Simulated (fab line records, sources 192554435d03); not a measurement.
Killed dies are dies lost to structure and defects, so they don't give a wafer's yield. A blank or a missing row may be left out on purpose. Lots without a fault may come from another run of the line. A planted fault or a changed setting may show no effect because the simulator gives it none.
Problem report in the 8D (eight disciplines) form, filled by code | flow n5_finfet | the parts of the form that need people (team, actions taken, sign-off) are left out

1. THE PROBLEM
M1_ILD_THK at N5_BEOL_M1_THK_MEAS_01 reads a mean of 26.8 nm on 1 wafer of 1 lot; wafers without a fault read 79.1 nm with a standard deviation of 1.1. That is -48 standard deviations from the usual mean.
First seen on wafer L783.2, day 10 17:07, on film_metro-01. The record holds 28 wafers of 10 lots with a number at this step. Rule for "out", or "out of limits": more than 4 standard deviations from the usual mean. The other wafers with a number count as sound.

2. WHAT IT IS AND WHAT IT IS NOT
question                    | is                | is not
which readings at this step | M1_ILD_THK        | -
which lots                  | L783              | L765, L766, L769, L772, L773, L775, L779, L781, L786
which wafers of those lots  | L783.2            | L783.1, L783.6
read on which gauges        | film_metro-01     | film_metro-02
when                        | from day 10 17:07 | up to then (24 sound wafers); but 3 sound wafers of L786 came after

3. SUSPECTS, AND WHAT RULES EACH OUT
Counting: a tool at a process step up to the reading stays a suspect if it ran every lot that is out. Sound lots after the first of them don't rule it out here, since some wafers of a struck lot are sound.
- the gauge at N5_BEOL_M1_THK_MEAS_01: ruled out. All the wafers that are out were read on film_metro-01, but those of them that N5_PASSIVATION_PROBE_49 has rows for are out there too, on other tools.
- pvd_sputter-01 at N5_BEOL_M0_PRE_CLEAN_113 (time 30 s): kept. It ran the lot that is out, L783 (day 10 14:17); its last sound lot up to then is L781 (day 10 08:22).
- cvd_co-01 at N5_BEOL_M0_CO_CAP_123 (material Co, precursor CCTBA/H2, target thk 2 nm, time 102.1 s): kept. It ran the lot that is out, L783 (day 10 16:48); its last sound lot up to then is L781 (day 10 10:15).
- pecvd-04 at N5_BEOL_M0_DEP_125 (deposits SiCN from 3MS/NH3, target thk 8 nm, time 14 s): kept. It ran the lot that is out, L783 (day 10 16:55); its last sound lot up to then is L779 (day 10 02:11).
- pecvd-03 at N5_BEOL_M1_ILD_DEP_00 (deposits SiOC from DEMS/O2, target thk 79 nm, time 15.3 s): kept. It ran the lot that is out, L783 (day 10 17:02); its last sound lot up to then is L781 (day 10 10:30).
- Within pecvd-03 at N5_BEOL_M1_ILD_DEP_00: the wafers that are out ran in chamber 0; their sound lot-mates ran in chamber 1.
Left after counting: pvd_sputter-01 at N5_BEOL_M0_PRE_CLEAN_113, cvd_co-01 at N5_BEOL_M0_CO_CAP_123, pecvd-04 at N5_BEOL_M0_DEP_125, pecvd-03 at N5_BEOL_M1_ILD_DEP_00.

4. THE CAUSE (what the simulator had put in)
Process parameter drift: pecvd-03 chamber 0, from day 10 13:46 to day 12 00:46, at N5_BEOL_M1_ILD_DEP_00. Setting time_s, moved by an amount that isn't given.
Counting left 4 suspects, and this tool is among them.

5. THE CHAIN OF EFFECTS, in route order
Each row: a reading whose mean over the struck wafers that have a number lies more than 3 standard deviations from the usual. Only readings for which the record gives a usual standard deviation are gone through. hours: the time from each lot's start at the first step in this table that gives one to its start at this step, as a median over the lots. sigmas: the change in usual standard deviations.
hours | step                    | reading              | usual   | on struck wafers | change | sigmas
0     | N5_BEOL_M1_THK_MEAS_01  | M1_ILD_THK           | 79.1 nm | 26.8             | -52.3  | -48
154   | N5_PASSIVATION_PROBE_49 | defect_limited_yield | 91.5 %  | 0.0              | -91.5  | -70
154   | N5_PASSIVATION_PROBE_49 | killed_at_M0_to_M3   | 36      | 1115             | +1079  | +99 or more
154   | N5_PASSIVATION_PROBE_49 | killed_dies          | 101     | 1180             | +1079  | +72
154   | N5_PASSIVATION_PROBE_49 | killed_on_rim        | 14      | 152              | +138   | +32
154   | N5_PASSIVATION_PROBE_49 | sort_n_pass          | 1079    | 0                | -1079  | -67
154   | N5_PASSIVATION_PROBE_49 | sort_yield_pct       | 91.4 %  | 0.0              | -91.4  | -65
The process steps in it:
- N5_PASSIVATION_PROBE_49
Readings that are blank on the struck wafers while sound wafers have them: M1_THK at N5_BEOL_M1_THK_MEAS_53.

6. WHAT WOULD HAVE CAUGHT IT SOONER
In this record the first reading out of limits at a measuring or inspecting step was taken at day 10 17:07, 3 hours after the fault began at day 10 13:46.
Of the tool readings at N5_BEOL_M1_ILD_DEP_00 for which the record gives a usual standard deviation, none was out on any struck wafer, so an alarm limit of 4 standard deviations on them would not have fired.
All the lots that are out (1) had begun N5_BEOL_M1_ILD_DEP_00 on pecvd-03 by day 10 17:07. A hold on the tool at that time would have spared none of them.
